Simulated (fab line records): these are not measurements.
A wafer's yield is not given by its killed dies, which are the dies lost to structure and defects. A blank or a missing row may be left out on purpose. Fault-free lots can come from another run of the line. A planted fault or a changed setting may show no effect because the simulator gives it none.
Matching of chambers | flow nand_harc | 3 sister chambers for NHARC_P_BONDPAD_DEP_00 on pecvd-03
The step deposits SiCN, target thk 250 nm. 20 wafers are shown with their chamber, then 10 later ones without.

## WAFERS PAIRED WITH THEIR CHAMBERS
wafer  | chamber | heater_power_w (W)
L078.2 | 0       | 659
L078.4 | 0       | 670
L078.6 | 1       | 513
L082.4 | 2       | 622
L082.5 | 1       | 466
L082.6 | 0       | 716
L084.2 | 1       | 509
L084.5 | 1       | 393
L084.6 | 0       | 590
L088.1 | 2       | 585
L088.3 | 0       | 639
L088.4 | 2       | 593
L089.2 | 1       | 468
L089.3 | 0       | 595
L089.4 | 1       | 470
L090.1 | 1       | 451
L090.2 | 0       | 667
L090.6 | 0       | 658
L092.1 | 1       | 491
L092.2 | 2       | 627

SIGNATURES, as means of the wafers listed above
reading        | chamber 0 | chamber 1 | chamber 2 | scatter within a chamber
heater_power_w | 649.25    | 470.12    | 606.75    | 37.1
Rule: a wafer's distance from a chamber is the root of the sum, over the readings, of the square of ((its reading less the chamber's mean) divided by the reading's scatter). If the next closest chamber is less than 2 further off than the closest, the wafer can't be placed; otherwise it belongs to the closest. The scatter: the root of (the sum of the squares of (reading less its chamber's mean) over the shown wafers, divided by (wafers less chambers)).

## WAFERS MISSING THEIR CHAMBER
wafer  | heater_power_w (W)
L092.4 | 644
L093.3 | 651
L093.4 | 485
L093.5 | 675
L095.4 | 574
L095.5 | 737
L095.6 | 438
L096.1 | 731
L096.2 | 484
L096.5 | 613

## CHAMBER TAKEN BY EACH
wafer  | from the rows above          | in truth
L092.4 | can't be placed: 0 or 2      | 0
L093.3 | can't be placed: 0 or 2      | 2
L093.4 | 1                            | 1
L093.5 | can't be placed: 0 or 2      | 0
L095.4 | can't be placed: 2 or 0 or 1 | 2
L095.5 | can't be placed: 0 or 2      | 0
L095.6 | 1                            | 1
L096.1 | can't be placed: 0 or 2      | 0
L096.2 | 1                            | 1
L096.5 | can't be placed: 2 or 0      | 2
3 of 10 placed correctly. Cannot be placed on the basis of these rows: 7; the candidates contain the true chamber in 7. Placed wrongly: 0.
